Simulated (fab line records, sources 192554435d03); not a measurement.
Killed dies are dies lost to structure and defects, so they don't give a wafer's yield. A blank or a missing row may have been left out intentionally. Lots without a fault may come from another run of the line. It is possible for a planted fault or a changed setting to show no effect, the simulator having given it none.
Chamber matching / flow n5 finfet / N5_BEOL_M5_CURE_80 on uv cure-01 has 3 sister chambers
The step cures SiCOH lowk, time 120 s. 6 wafers are shown with their chamber, then 8 later ones without.

## WAFERS WITH THEIR CHAMBER
wafer=L084.4; chamber=1; wafer_temp_C_max=371.8; lamp power pct (%)=52.34
wafer=L084.6; chamber=1; wafer_temp_C_max=372.6; lamp power pct (%)=52.36
wafer=L086.6; chamber=0; wafer_temp_C_max=371.2; lamp power pct (%)=52.29
wafer=L088.3; chamber=2; wafer_temp_C_max=372.3; lamp power pct (%)=52.26
wafer=L088.6; chamber=2; wafer_temp_C_max=371.6; lamp power pct (%)=52.34
wafer=L091.1; chamber=0; wafer_temp_C_max=371.5; lamp power pct (%)=52.46

## WAFERS WHOSE CHAMBER IS MISSING
wafer=L091.2; wafer_temp_C_max=370.9; lamp power pct (%)=52.34
wafer=L091.6; wafer_temp_C_max=371.2; lamp power pct (%)=52.25
wafer=L094.1; wafer_temp_C_max=371.4; lamp power pct (%)=52.29
wafer=L094.2; wafer_temp_C_max=371.8; lamp power pct (%)=52.29
wafer=L094.5; wafer_temp_C_max=371.3; lamp power pct (%)=52.31
wafer=L096.2; wafer_temp_C_max=372.1; lamp power pct (%)=52.29
wafer=L096.4; wafer_temp_C_max=371.9; lamp power pct (%)=52.26
wafer=L096.5; wafer_temp_C_max=372.0; lamp power pct (%)=52.43

## EACH ONE'S CHAMBER
wafer=L091.2; from the rows above=can't be placed: 0 or 2 or 1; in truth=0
wafer=L091.6; from the rows above=can't be placed: 0 or 2 or 1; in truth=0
wafer=L094.1; from the rows above=can't be placed: 0 or 2 or 1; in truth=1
wafer=L094.2; from the rows above=can't be placed: 2 or 1 or 0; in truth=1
wafer=L094.5; from the rows above=can't be placed: 0 or 2 or 1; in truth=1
wafer=L096.2; from the rows above=can't be placed: 2 or 1 or 0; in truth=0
wafer=L096.4; from the rows above=can't be placed: 2 or 1 or 0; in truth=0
wafer=L096.5; from the rows above=can't be placed: 1 or 0 or 2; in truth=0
Correctly placed: 0 of 8. Unplaceable from these rows: 8, with the true chamber sitting among the candidates in 8. Number placed wrongly: 0.
How it was worked out, from the rows above alone: a wafer's distance from a chamber is the root of the sum, over the readings, of the square of ((its reading less the chamber's mean) divided by the reading's scatter). The wafer belongs to the nearest chamber; if the next one is less than 2 further off, it can't be placed. For every chamber, the mean is computed from those of its wafers that are shown. The scatter: the root of (the sum of the squares of (reading less its chamber's mean) over the shown wafers, divided by (wafers less chambers)).
